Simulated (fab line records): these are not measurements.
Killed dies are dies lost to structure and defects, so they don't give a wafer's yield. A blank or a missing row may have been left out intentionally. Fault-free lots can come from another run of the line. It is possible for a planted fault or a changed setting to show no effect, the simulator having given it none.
Problem report in the 8D (eight disciplines) form, filled by code	flow nand harc	the parts of the form that need people (team, actions taken, sign-off) are left out

## 1. WHAT WENT WRONG
cd nm at NHARC_P_M0_CD_MEAS_09 reads a mean of 97.8 nm on 6 wafers of 2 lots; wafers without a fault read 89.8 nm with a standard deviation of 0.68. That is +12 standard deviations from the usual mean.
The step: target cd 90 nm.
Earliest sighting: wafer L674.3 on cd sem-01 at day 8 23:31. The record has a number at this step for 33 wafers belonging to 11 lots. The rule behind "out" and "out of limits": a value lying over 4 standard deviations away from the usual mean. The rest of the wafers with a number are treated as sound.

## 2. WHAT IT IS; WHAT IT IS NOT
question	is	is not
which readings at this step	cd nm	-
which lots	L674, L675	L663, L664, L666, L667, L668, L669, L670, L673, L677
which wafers of those lots	all that have a number	-
read on which gauges	cd sem-01, cd sem-02	cd sem-03
when	from day 8 23:31	up to then (24 sound wafers); but 3 sound wafers of L677 came after

## 3. WHAT RULES OUT EACH SUSPECT
Counting: a tool at any process step up to the reading remains a suspect when it ran all the lots that are out and ran no sound lot after the first of those.
- the gauge at NHARC_P_M0_CD_MEAS_09 is ruled out. The wafers that are out were read on 2 gauges (cd sem-01, cd sem-02).
- plasma asher-02 at NHARC_P_GATE_STRIP_95 (strips in O2): ruled out as a lasting fault. After its first lot that is out, L674 (day 8 13:19), sound lots L677 ran on it.
- litho track-01 at NHARC_P_M0_PEB_07 (peb time 65 s): kept. All lots that are out passed through it, beginning with L674 at day 8 23:26, and no sound lot followed; its final sound lot before that point was L673 at day 8 22:53. Its own readings are out on those wafers: heater power total W, plate temp C.
Left after counting: litho track-01 at NHARC_P_M0_PEB_07.

## 4. THE CAUSE (what the simulator had put in)
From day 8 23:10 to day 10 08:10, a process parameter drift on litho track-01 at NHARC_P_M0_PEB_07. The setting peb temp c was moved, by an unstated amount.
This tool alone remained once counting was done.

## 5. THE EFFECT CHAIN, in route order
Each row: a reading whose mean over the struck wafers that have a number lies more than 3 standard deviations from the usual. Only readings for which the record gives a usual standard deviation are gone through. hours: the time from each lot's start at the first step in this table that gives one to its start at this step, as a median over the lots. sigmas: the change in usual standard deviations.
hours	step	reading	usual	on struck wafers	change	sigmas
0	NHARC_P_M0_PEB_07	heater power total W	156.6 W	161.6	+5.0	+12
0	NHARC_P_M0_PEB_07	plate temp C	100.01 C	102.40	+2.39	+18
0	NHARC_P_M0_CD_MEAS_09	cd nm	89.8 nm	97.8	+8.0	+12
It contains these process steps:
- NHARC_P_M0_PEB_07: peb time 65 s.
Later measuring or inspecting steps at which every struck wafer that the step has a row for has a number for every such reading, and none has moved that far: NHARC_P_M0_THK_MEAS_24, NHARC_END_SORT_01.

## 6. WHAT WOULD HAVE CAUGHT IT SOONER
The first out-of-limits reading at a measuring or inspecting step in this record came at day 8 23:31, 0 hours after the fault's start at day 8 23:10.
The tool's own readings at NHARC_P_M0_PEB_07 were out on every struck wafer that the step has a row for (heater power total W, plate temp C): an alarm limit on them would have fired on the first of those.
Among the 2 lots that are out, L675 began NHARC_P_M0_PEB_07 on litho track-01 after day 8 23:31. A tool hold placed at that time would have kept it from harm.
